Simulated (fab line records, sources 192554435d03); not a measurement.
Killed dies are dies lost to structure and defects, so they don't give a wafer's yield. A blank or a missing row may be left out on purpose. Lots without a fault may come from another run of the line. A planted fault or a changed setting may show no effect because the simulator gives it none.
fab line records | flow n5_finfet
record lots=7 wafers=39
route steps=1938 shown ZERO_LAYER@14 FIN_SAQP@100 DUMMY_GATE@214 MOL_CONTACT_COAG@584 BEOL_M1@751 BEOL_M6@1251 BEOL_M8@1336 BEOL_M9@1440 BEOL_M13@1687 BEOL_M14@1751 PAD_METAL@1896 PASSIVATION@1936
start_h: hours from the record's first day to the start of the lot's first wafer shown | wait_h: hours since the lot's step before | " the same as in the row above | L1.1+2: a row that stands for several wafers | - no value, or no start given | * or withheld: withheld | < > ~ a bound
route shown NAME@n: a module of which the file shows steps, and the number in the route of the first | usual: mean/standard deviation of fault-free wafers | same: alike in all rows | chamber/n: place in a boat | sites: the reading at each site | _std_site: their standard deviation | _edge_site: outer sites' mean less inner sites' | radius_mm: how far each site lies from the wafer's centre | mask NAME#n: copy n | behind: the tool/chamber that last shaped the wafer | hold: why the lot was held/for how many hours/how that ended | device: the transistor (n, p or np) that didn't switch | end of line: the same wafers' tests at the end of the route | a step without rows: its recipe alone | killed: dies lost to structure and defects at the first sort, not the wafer's yield | map: a wafer's dies, x killed, . not, _ none there
set.NAME: the setting as run; set.NAME@STEP: as run at that earlier step | model.NAME: the simulator's own value behind a step, which no gauge read
lots whose settings were changed on purpose; a table a step, a row a wafer
## steps
# step N5_ZERO_LAYER_DESCUM_16
# recipe chemistry=O2 time_s=7.9 source_power_w=50 bias_power_w=20 pressure_mtorr=20 rf_frequency_hz=2.712e+07 temp_c=40 o2_flow_sccm=225
# step N5_FIN_SAQP_PECVD_06
# recipe material=a-Si target_thk_a=600 temp_c=400 precursor=SiH4/He pressure_torr=3 rf_w=100 time_s=48.1
# step N5_DUMMY_GATE_ALD_02
# recipe material=SiO2 target_thk_a=20 temp_c=300 ald_precursor_family=BDEAS ald_co_reactant=O2-plasma pulse_time_s=1 pressure_torr=2
# step N5_MOL_CONTACT_COAG_ETCHBACK_135
# recipe chemistry=CHF3 target=SiO2 target_depth_a=250 time_s=16.7 ion_energy_ev=200 pressure_mtorr=30 source_w=610 bias_w=170 Ar_flow_sccm=200 CHF3_flow_sccm=50
# step N5_BEOL_M1_ILD_DEP_00
# recipe material=SiOC target_thk_a=790 temp_c=350 precursor=DEMS/O2 pressure_torr=5 rf_w=500 time_s=15.3
# step N5_BEOL_M6_ALD_77
# recipe material=TaN target_thk_a=20 temp_c=275 ald_precursor_family=PDMAT ald_co_reactant=NH3 pressure_torr=3 carrier_flow_sccm=1500 pulse_time_s=2 purge_time_s=3 co_reactant_purge_time_s=2 co_reactant_pulse_time_s=3 ald_cycles=40 precursor_vessel_temp_c=75 precursor_vessel_pressure_torr=26.25 precursor_vessel_carrier_sccm=1000
# step N5_BEOL_M8_HM_DEP_02
# recipe material=TiN target_thk_a=200 temp_c=25 chamber_pressure_pa=0.49996
# step N5_BEOL_M9_ETCH_66
# recipe chemistry=N2/H2 target=SOC target_depth_a=800 overetch_a=160 mask_material=SiARC temp_c=40 time_s=120 ion_energy_ev=200 pressure_mtorr=30 source_w=840 bias_w=150 n2_flow_sccm=200 h2_flow_sccm=200
# step N5_BEOL_M13_DEVELOP_27
# recipe develop_time_s=45 rinse_liquid=diw dry=air_spin dev_temp_c=21
# step N5_BEOL_M14_ETCH_68
# recipe chemistry=N2/H2 target=SOC mask_material=SiARC source_w=3000 bias_w=350 temp_c=40 time_s=450 ion_energy_ev=200 pressure_mtorr=30 n2_flow_sccm=200 h2_flow_sccm=200
# step N5_PASSIVATION_AL_DEP_21
# recipe material=Al target_thk_a=28000 temp_c=400 time_s=170 power_w=30000 chamber_pressure_pa=0.4 gas=Ar
# step N5_PASSIVATION_PROBE_49
# usual killed_at_M0_to_M3=34/9.7 killed_at_M4_up=13/5.1 killed_at_other=3.5/2.7
# columns lot.wafer tool chamber start_h wait_h set.time_s@ZERO_LAYER_DESCUM_16 set.time_s@FIN_SAQP_PECVD_06 set.target_thk_a@DUMMY_GATE_ALD_02 set.target_depth_a@MOL_CONTACT_COAG_ETCHBACK_135 set.time_s@BEOL_M1_ILD_DEP_00 set.ald_cycles@BEOL_M6_ALD_77 set.target_thk_a@BEOL_M8_HM_DEP_02 set.time_s@BEOL_M9_ETCH_66 set.develop_time_s@BEOL_M13_DEVELOP_27 set.time_s@BEOL_M14_ETCH_68 set.time_s@PASSIVATION_AL_DEP_21 killed_at_M0_to_M3 killed_at_M4_up killed_at_other
L074.1 prober-01 - 271.66 0.0 9.087 48.1 30.31 110.3 19.07 40 274.9 120 45 450 170 31 13 2
L074.2 prober-01 - 271.71 0.1 7.9 48.1 20 250 19.07 40 200 120 45 450 170 44 25 3
L074.3 prober-01 - 271.76 0.1 7.9 48.1 30.31 110.3 15.3 40 274.9 120 45 450 170 55 15 4
L074.4 prober-01 - 271.81 0.2 9.087 48.1 30.31 250 15.3 40 200 120 45 631.9 170 27 19 6
L074.5 prober-01 - 271.86 0.2 9.087 48.1 20 250 15.3 40 274.9 120 45 631.9 170 30 30 2
L074.6 prober-01 - 271.91 0.3 7.9 48.1 20 110.3 19.07 40 200 120 45 631.9 170 31 17 0
L075.1 prober-01 - 280.91 0.0 11.82 25.26 20 250 15.3 32 200 120 45 622.6 221.1 50 9 1007
L075.2 prober-01 - 280.96 0.1 11.82 48.1 20 204.3 15.3 32 200 120 68.01 622.6 170 50 12 1
L075.3 prober-01 - 281.01 0.1 7.9 48.1 28.02 204.3 15.3 40 200 120 45 450 170 54 15 2
L075.4 prober-01 - 281.06 0.2 7.9 25.26 20 250 15.3 40 200 120 68.01 450 221.1 41 9 1014
L075.5 prober-01 - 281.11 0.2 7.9 25.26 28.02 204.3 15.3 32 200 120 68.01 450 170 32 13 0
L075.6 prober-01 - 281.16 0.3 11.82 48.1 28.02 250 15.3 40 200 120 45 622.6 221.1 48 16 966
L082.1 prober-02 - 339.04 0.0 7.9 48.1 20 250 15.3 40 200 120 45 450 170 21 11 0
L082.4 prober-02 - 339.19 0.2 7.9 48.1 20 250 15.3 40 200 120 45 450 170 35 15 6
L082.6 prober-02 - 339.29 0.3 7.9 48.1 20 250 15.3 40 200 120 45 450 170 25 13 1
L085.1 prober-02 - 357.42 0.0 7.9 48.1 30.16 137.7 15.3 40 200 63.42 34.36 521.4 170 30 1052 2
L085.2 prober-02 - 357.47 0.1 7.9 48.1 30.16 250 15.3 40 200 120 34.36 521.4 170 42 18 6
L085.3 prober-02 - 357.52 0.1 7.9 48.1 20 250 15.3 40 200 63.42 45 521.4 226.8 17 708 409
L085.4 prober-02 - 357.57 0.2 7.9 48.1 30.16 137.7 15.3 40 200 120 45 450 226.8 21 12 1092
L085.5 prober-02 - 357.62 0.2 7.9 48.1 20 137.7 15.3 40 200 63.42 34.36 450 226.8 29 1078 20
L085.6 prober-02 - 357.67 0.3 7.9 48.1 20 250 15.3 40 200 120 45 450 170 29 22 2
L088.1 prober-02 - 368.70 0.0 4.623 48.1 15.57 250 15.3 40 200 120 71.81 450 170 25 12 4
L088.2 prober-02 - 368.75 0.1 4.623 59.92 15.57 250 15.3 58 200 120 45 541.1 143.7 29 9 0
L088.3 prober-02 - 368.80 0.1 7.9 59.92 20 250 15.3 40 318.5 89.84 45 541.1 170 40 1083 3
L088.4 prober-02 - 368.85 0.2 7.9 59.92 15.57 361.6 15.3 40 200 89.84 45 450 170 21 18 0
L088.5 prober-02 - 368.90 0.2 4.623 48.1 20 361.6 15.3 58 318.5 89.84 71.81 450 143.7 22 1093 3
L088.6 prober-02 - 368.95 0.3 7.9 48.1 20 361.6 15.3 58 318.5 120 71.81 541.1 143.7 52 1076 7
L089.1 prober-02 - 377.88 0.0 11.6 29.66 20 250 7.901 58 200 147 45 450 170 886 16 4
L089.2 prober-02 - 377.93 0.1 11.6 29.66 23.19 151.9 7.901 40 162.1 120 45 450 170 1110 16 0
L089.3 prober-02 - 377.98 0.1 11.6 48.1 23.19 151.9 7.901 58 162.1 120 22.1 613.7 170 881 8 0
L089.4 prober-02 - 378.03 0.2 7.9 29.66 20 250 15.3 40 200 120 22.1 450 170 68 10 2
L089.5 prober-02 - 378.08 0.2 7.9 48.1 20 151.9 15.3 40 162.1 147 22.1 613.7 170 41 22 5
L089.6 prober-02 - 378.13 0.3 7.9 48.1 23.19 250 15.3 58 200 147 45 613.7 170 46 10 7
L094.1 prober-01 - 403.08 0.0 5.248 58.4 20 250 15.3 40 153.4 102 66.26 450 126.5 48 13 6
L094.2 prober-01 - 403.13 0.1 5.248 58.4 20 250 6.265 40 153.4 120 45 450 170 1087 16 3
L094.3 prober-01 - 403.18 0.1 7.9 58.4 20 250 15.3 40 200 102 66.26 450 170 43 24 2
L094.4 prober-01 - 403.23 0.2 5.248 48.1 20 250 15.3 40 200 120 45 450 126.5 24 16 0
L094.5 prober-01 - 403.28 0.2 7.9 48.1 20 250 6.265 40 200 120 66.26 450 126.5 1122 14 1
L094.6 prober-01 - 403.33 0.3 7.9 48.1 20 250 6.265 40 153.4 102 45 450 170 1123 14 2
# killed by level:class
L074.1 HKMG_FIN:area_ald=211 STI_FIN_REVEAL:geometric_particle:open=13 BEOL_M1:geometric_particle:open=9 MOL_CONTACT_COAG:geometric_particle:open=8 BEOL_M0_SAQP:geometric_particle:open=7 BEOL_M0:geometric_particle:open=6 GATE_CUT:geometric_particle:short=3 BEOL_M4:geometric_particle:open=3
L074.2 HKMG_FIN:area_ald=223 MOL_CONTACT_COAG:geometric_particle:open=18 BEOL_M0_SAQP:geometric_particle:open=12 BEOL_M0_SAQP:geometric_particle:short=9 DUMMY_GATE:geometric_particle:open=8 BEOL_M1:geometric_particle:open=8 BEOL_M4:geometric_particle:open=8 FIN_SAQP:geometric_particle:open=7
L074.3 BEOL_M3:geometric_particle:open=15 MOL_CONTACT_COAG:geometric_particle:open=10 BEOL_M0_SAQP:geometric_particle:short=9 STI_FIN_REVEAL:geometric_particle:open=8 BEOL_M0_SAQP:geometric_particle:open=8 BEOL_M1:geometric_particle:open=8 BEOL_M8:area_open=7 BEOL_M1:geometric_particle:short=6
L074.4 STI_FIN_REVEAL:geometric_particle:open=8 BEOL_M0_SAQP:geometric_particle:open=8 BEOL_M1:geometric_particle:open=8 BEOL_M4:geometric_particle:open=7 BEOL_M0_SAQP:geometric_particle:short=6 FIN_SAQP:geometric_particle:open=4 MOL_CONTACT_COAG:geometric_particle:short=4 MOL_CONTACT_COAG:geometric_particle:open=4
L074.5 BEOL_M8:area_open=21 MOL_CONTACT_COAG:geometric_particle:open=15 STI_FIN_REVEAL:geometric_particle:open=11 BEOL_M0_SAQP:geometric_particle:short=9 FIN_SAQP:geometric_particle:short=8 BEOL_M3:geometric_particle:open=7 BEOL_M1:geometric_particle:open=5 HKMG_FIN:area_ald=5
L074.6 MOL_CONTACT_COAG:geometric_particle:open=13 BEOL_M1:geometric_particle:open=9 BEOL_M0_SAQP:geometric_particle:open=8 DUMMY_GATE:geometric_particle:open=7 BEOL_M3:geometric_particle:open=5 BEOL_M0_SAQP:geometric_particle:short=4 BEOL_M5:geometric_particle:open=4 STI_FIN_REVEAL:geometric_particle:open=3
L075.1 PASSIVATION:area_etch=1006 HKMG_FIN:area_ald=33 BEOL_M0_SAQP:geometric_particle:open=12 FIN_SAQP:geometric_particle:open=10 BEOL_M2:geometric_particle:open=9 BEOL_M3:geometric_particle:open=9 BEOL_M4:geometric_particle:open=8 GATE_CUT:geometric_particle:open=7
L075.2 MOL_CONTACT_COAG:geometric_particle:open=16 BEOL_M0_SAQP:geometric_particle:short=14 BEOL_M0_SAQP:geometric_particle:open=13 STI_FIN_REVEAL:geometric_particle:open=10 BEOL_M2:geometric_particle:open=10 FIN_SAQP:geometric_particle:short=8 FIN_SAQP:geometric_particle:open=7 DUMMY_GATE:geometric_particle:open=6
L075.3 MOL_CONTACT_COAG:geometric_particle:open=23 BEOL_M2:geometric_particle:open=15 FIN_SAQP:geometric_particle:open=13 FIN_SAQP:geometric_particle:short=9 BEOL_M0_SAQP:geometric_particle:open=8 BEOL_M3:geometric_particle:open=8 BEOL_M0_SAQP:geometric_particle:short=7 BEOL_M1:geometric_particle:open=6
L075.4 PASSIVATION:area_etch=1012 MOL_CONTACT_COAG:geometric_particle:open=14 BEOL_M0_SAQP:geometric_particle:open=14 STI_FIN_REVEAL:geometric_particle:open=10 BEOL_M0_SAQP:geometric_particle:short=6 BEOL_M3:geometric_particle:open=6 STI_FIN_REVEAL:geometric_particle:short=4 BEOL_M2:geometric_particle:open=4
L075.5 HKMG_FIN:area_ald=96 MOL_CONTACT_COAG:geometric_particle:open=20 STI_FIN_REVEAL:geometric_particle:open=16 BEOL_M2:geometric_particle:open=10 BEOL_M0_SAQP:geometric_particle:short=7 MOL_CONTACT_COAG:geometric_particle:short=6 FIN_SAQP:geometric_particle:short=5 STARTING-WAFER:geometric_particle:open=5
L075.6 PASSIVATION:area_etch=964 FIN_SAQP:geometric_particle:open=18 STI_FIN_REVEAL:geometric_particle:open=15 BEOL_M0_SAQP:geometric_particle:open=14 BEOL_M2:geometric_particle:open=12 MOL_CONTACT_COAG:geometric_particle:open=11 MOL_CONTACT_COAG:geometric_particle:short=7 FIN_SAQP:geometric_particle:short=6
L082.1 STI_FIN_REVEAL:geometric_particle:open=13 FIN_SAQP:geometric_particle:short=8 BEOL_M0_SAQP:geometric_particle:short=6 BEOL_M0_SAQP:geometric_particle:open=5 BEOL_M4:geometric_particle:open=5 FIN_SAQP:geometric_particle:open=4 BEOL_M1:geometric_particle:open=4 STARTING-WAFER:geometric_particle:short=3
L082.4 MOL_CONTACT_COAG:geometric_particle:open=13 BEOL_M0_SAQP:geometric_particle:short=10 BEOL_M0_SAQP:geometric_particle:open=9 HKMG_FIN:area_etch=9 STI_FIN_REVEAL:geometric_particle:open=6 BEOL_M2:geometric_particle:open=6 FIN_SAQP:geometric_particle:open=4 BEOL_M3:geometric_particle:open=4
L082.6 STI_FIN_REVEAL:geometric_particle:open=20 FIN_SAQP:geometric_particle:short=13 BEOL_M2:geometric_particle:open=10 MOL_CONTACT_COAG:geometric_particle:open=6 BEOL_M1:geometric_particle:open=5 BEOL_M0_SAQP:geometric_particle:short=4 BEOL_M4:geometric_particle:open=4 STARTING-WAFER:geometric_particle:open=4
L085.1 BEOL_M9:area_etch=1043 HKMG_FIN:area_ald=26 FIN_SAQP:geometric_particle:short=10 BEOL_M1:geometric_particle:open=10 MOL_CONTACT_COAG:geometric_particle:open=9 STI_FIN_REVEAL:geometric_particle:open=7 BEOL_M2:geometric_particle:open=6 BEOL_M0_SAQP:geometric_particle:open=6
L085.2 BEOL_M0_SAQP:geometric_particle:short=7 BEOL_M1:geometric_particle:open=7 BEOL_M1:geometric_particle:short=7 BEOL_M4:geometric_particle:open=7 MOL_CONTACT_COAG:geometric_particle:open=6 BEOL_M2:geometric_particle:open=5 DUMMY_GATE:geometric_particle:open=4 BEOL_M0_SAQP:geometric_particle:open=4
L085.3 BEOL_M9:area_etch=697 PASSIVATION:area_etch=407 MOL_CONTACT_COAG:geometric_particle:open=12 STI_FIN_REVEAL:geometric_particle:open=9 DUMMY_GATE:geometric_particle:open=7 BEOL_M0:geometric_particle:open=4 BEOL_M2:geometric_particle:open=4 ILD0:geometric_particle:open=3
L085.4 PASSIVATION:area_etch=1088 MOL_CONTACT_COAG:geometric_particle:open=15 BEOL_M1:geometric_particle:open=10 BEOL_M4:geometric_particle:open=9 STI_FIN_REVEAL:geometric_particle:open=8 DUMMY_GATE:geometric_particle:open=8 ILD0:geometric_particle:short=4 BEOL_M2:geometric_particle:open=4
L085.5 BEOL_M9:area_etch=1065 MOL_CONTACT_COAG:geometric_particle:open=20 PASSIVATION:area_etch=17 BEOL_M1:geometric_particle:open=8 BEOL_M4:geometric_particle:open=7 GATE_CUT:geometric_particle:short=6 STI_FIN_REVEAL:geometric_particle:open=5 BEOL_M2:geometric_particle:open=5
L085.6 HKMG_FIN:area_ald=90 MOL_CONTACT_COAG:geometric_particle:open=20 BEOL_M4:geometric_particle:open=12 BEOL_M1:geometric_particle:open=10 BEOL_M0_SAQP:geometric_particle:open=7 FIN_SAQP:geometric_particle:short=6 DUMMY_GATE:geometric_particle:open=6 BEOL_M0_SAQP:geometric_particle:short=6
L088.1 MOL_CONTACT_COAG:geometric_particle:open=14 FIN_SAQP:geometric_particle:short=13 BEOL_M3:geometric_particle:open=10 MOL_CONTACT_COAG:geometric_particle:short=6 BEOL_M2:geometric_particle:open=5 FIN_SAQP:geometric_particle:open=4 DUMMY_GATE:geometric_particle:open=3 ILD0:geometric_particle:short=3
L088.2 FIN_SAQP:geometric_particle:open=15 FIN_SAQP:geometric_particle:short=11 MOL_CONTACT_COAG:geometric_particle:open=11 BEOL_M2:geometric_particle:open=8 BEOL_M3:geometric_particle:open=7 STI_FIN_REVEAL:geometric_particle:open=5 BEOL_M0_SAQP:geometric_particle:short=4 ILD0:geometric_particle:open=3
L088.3 BEOL_M8:area_open=1067 BEOL_M2:geometric_particle:open=15 FIN_SAQP:geometric_particle:open=12 STI_FIN_REVEAL:geometric_particle:open=12 BEOL_M3:geometric_particle:open=9 MOL_CONTACT_COAG:geometric_particle:open=9 FIN_SAQP:geometric_particle:short=8 GATE_CUT:geometric_particle:short=4
L088.4 FIN_SAQP:geometric_particle:open=10 BEOL_M2:geometric_particle:open=10 BEOL_M4:geometric_particle:open=8 MOL_CONTACT_COAG:geometric_particle:open=7 STI_FIN_REVEAL:geometric_particle:open=5 FIN_SAQP:geometric_particle:short=4 BEOL_M0_SAQP:geometric_particle:short=4 BEOL_M6:geometric_particle:open=3
L088.5 BEOL_M8:area_open=1087 MOL_CONTACT_COAG:geometric_particle:open=14 FIN_SAQP:geometric_particle:short=13 STI_FIN_REVEAL:geometric_particle:open=8 FIN_SAQP:geometric_particle:open=7 BEOL_M2:geometric_particle:open=6 STI_FIN_REVEAL:geometric_particle:short=4 DUMMY_GATE:geometric_particle:open=4
L088.6 BEOL_M8:area_open=1068 MOL_CONTACT_COAG:geometric_particle:open=10 BEOL_M2:geometric_particle:open=10 BEOL_M0_SAQP:geometric_particle:open=9 BEOL_M3:geometric_particle:open=9 STI_FIN_REVEAL:geometric_particle:open=8 BEOL_M0_SAQP:geometric_particle:short=8 BEOL_M1:geometric_particle:open=7
L089.1 BEOL_M1:area_dep=828 HKMG_FIN:area_ald=219 BEOL_M3:geometric_particle:open=22 STI_FIN_REVEAL:geometric_particle:open=16 BEOL_M0_SAQP:geometric_particle:short=11 MOL_CONTACT_COAG:geometric_particle:open=8 BEOL_M1:geometric_particle:open=8 BEOL_M0_SAQP:geometric_particle:open=7
L089.2 BEOL_M1:area_dep=1066 FIN_SAQP:geometric_particle:open=22 BEOL_M0_SAQP:geometric_particle:open=17 BEOL_M0_SAQP:geometric_particle:short=11 BEOL_M3:geometric_particle:open=9 STI_FIN_REVEAL:geometric_particle:open=7 BEOL_M4:geometric_particle:open=7 DUMMY_GATE:geometric_particle:open=5
L089.3 BEOL_M1:area_dep=843 HKMG_FIN:area_ald=252 BEOL_M0_SAQP:geometric_particle:open=11 BEOL_M3:geometric_particle:open=8 FIN_SAQP:geometric_particle:open=7 BEOL_M0_SAQP:geometric_particle:short=7 DUMMY_GATE:geometric_particle:open=5 STI_FIN_REVEAL:geometric_particle:open=5
L089.4 STI_FIN_REVEAL:geometric_particle:open=29 BEOL_M0_SAQP:geometric_particle:open=22 BEOL_M0_SAQP:geometric_particle:short=15 BEOL_M3:geometric_particle:open=14 MOL_CONTACT_COAG:geometric_particle:open=11 BEOL_M2:geometric_particle:open=6 FIN_SAQP:geometric_particle:short=5 FIN_SAQP:geometric_particle:open=5
L089.5 HKMG_FIN:area_ald=199 BEOL_M0_SAQP:geometric_particle:short=11 BEOL_M0_SAQP:geometric_particle:open=10 BEOL_M4:geometric_particle:open=10 FIN_SAQP:geometric_particle:short=8 BEOL_M2:geometric_particle:open=8 FIN_SAQP:geometric_particle:open=7 STARTING-WAFER:geometric_particle:open=5
L089.6 FIN_SAQP:geometric_particle:open=17 BEOL_M0_SAQP:geometric_particle:short=13 BEOL_M3:geometric_particle:open=13 BEOL_M0_SAQP:geometric_particle:open=10 BEOL_M2:geometric_particle:open=5 PAD_METAL:geometric_particle:short=5 STARTING-WAFER:geometric_particle:open=5 FIN_SAQP:geometric_particle:short=4
L094.1 BEOL_M3:geometric_particle:open=17 FIN_SAQP:geometric_particle:open=15 FIN_SAQP:geometric_particle:short=11 BEOL_M1:geometric_particle:short=8 BEOL_M1:geometric_particle:open=7 DUMMY_GATE:geometric_particle:open=6 BEOL_M2:geometric_particle:open=5 BEOL_M3:geometric_particle:short=4
L094.2 BEOL_M1:area_dep=1047 FIN_SAQP:geometric_particle:short=19 FIN_SAQP:geometric_particle:open=19 BEOL_M2:geometric_particle:open=15 BEOL_M1:geometric_particle:open=14 STI_FIN_REVEAL:geometric_particle:open=8 MOL_CONTACT_COAG:geometric_particle:open=6 GATE_CUT:geometric_particle:short=6
L094.3 BEOL_M1:geometric_particle:open=19 MOL_CONTACT_COAG:geometric_particle:open=14 BEOL_M2:geometric_particle:open=12 BEOL_M4:geometric_particle:open=10 BEOL_M4:geometric_particle:short=8 FIN_SAQP:geometric_particle:open=7 BEOL_M3:geometric_particle:open=5 STI_FIN_REVEAL:geometric_particle:open=5
L094.4 FIN_SAQP:geometric_particle:open=10 FIN_SAQP:geometric_particle:short=7 BEOL_M0_SAQP:geometric_particle:open=6 BEOL_M1:geometric_particle:open=6 STI_FIN_REVEAL:geometric_particle:open=5 GATE_CUT:geometric_particle:short=5 BEOL_M4:geometric_particle:short=5 STARTING-WAFER:geometric_particle:short=5
L094.5 BEOL_M1:area_dep=1099 FIN_SAQP:geometric_particle:open=13 FIN_SAQP:geometric_particle:short=9 BEOL_M1:geometric_particle:open=8 BEOL_M4:geometric_particle:short=7 BEOL_M0_SAQP:geometric_particle:open=5 BEOL_M2:geometric_particle:open=5 STI_FIN_REVEAL:geometric_particle:open=4
L094.6 BEOL_M1:area_dep=1092 MOL_CONTACT_COAG:geometric_particle:open=12 BEOL_M1:geometric_particle:open=8 BEOL_M4:geometric_particle:open=8 FIN_SAQP:geometric_particle:short=7 BEOL_M2:geometric_particle:open=6 BEOL_M3:geometric_particle:open=5 FIN_SAQP:geometric_particle:open=4
## key
split step=N5_ZERO_LAYER_DESCUM_16 setting=time_s stated_as=7.9
response none clear
split step=N5_FIN_SAQP_PECVD_06 setting=time_s stated_as=48.1
response none clear
split step=N5_DUMMY_GATE_ALD_02 setting=target_thk_a stated_as=20
response none clear
split step=N5_MOL_CONTACT_COAG_ETCHBACK_135 setting=target_depth_a stated_as=250
response none clear
split step=N5_BEOL_M1_ILD_DEP_00 setting=time_s stated_as=15.3
response step=N5_PASSIVATION_PROBE_49 reading=killed_at_M0_to_M3 slope=-15.2 per=1% together_with=all explained=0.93
split step=N5_BEOL_M6_ALD_77 setting=ald_cycles stated_as=40
response none clear
split step=N5_BEOL_M8_HM_DEP_02 setting=target_thk_a stated_as=200
response none clear
split step=N5_BEOL_M9_ETCH_66 setting=time_s stated_as=120
response step=N5_PASSIVATION_PROBE_49 reading=killed_at_M4_up slope=-15.6 per=1% together_with=all explained=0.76
split step=N5_BEOL_M13_DEVELOP_27 setting=develop_time_s stated_as=45
response none clear
split step=N5_BEOL_M14_ETCH_68 setting=time_s stated_as=450
response none clear
split step=N5_PASSIVATION_AL_DEP_21 setting=time_s stated_as=170
response step=N5_PASSIVATION_PROBE_49 reading=killed_at_other slope=+18.7 per=1% together_with=all explained=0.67
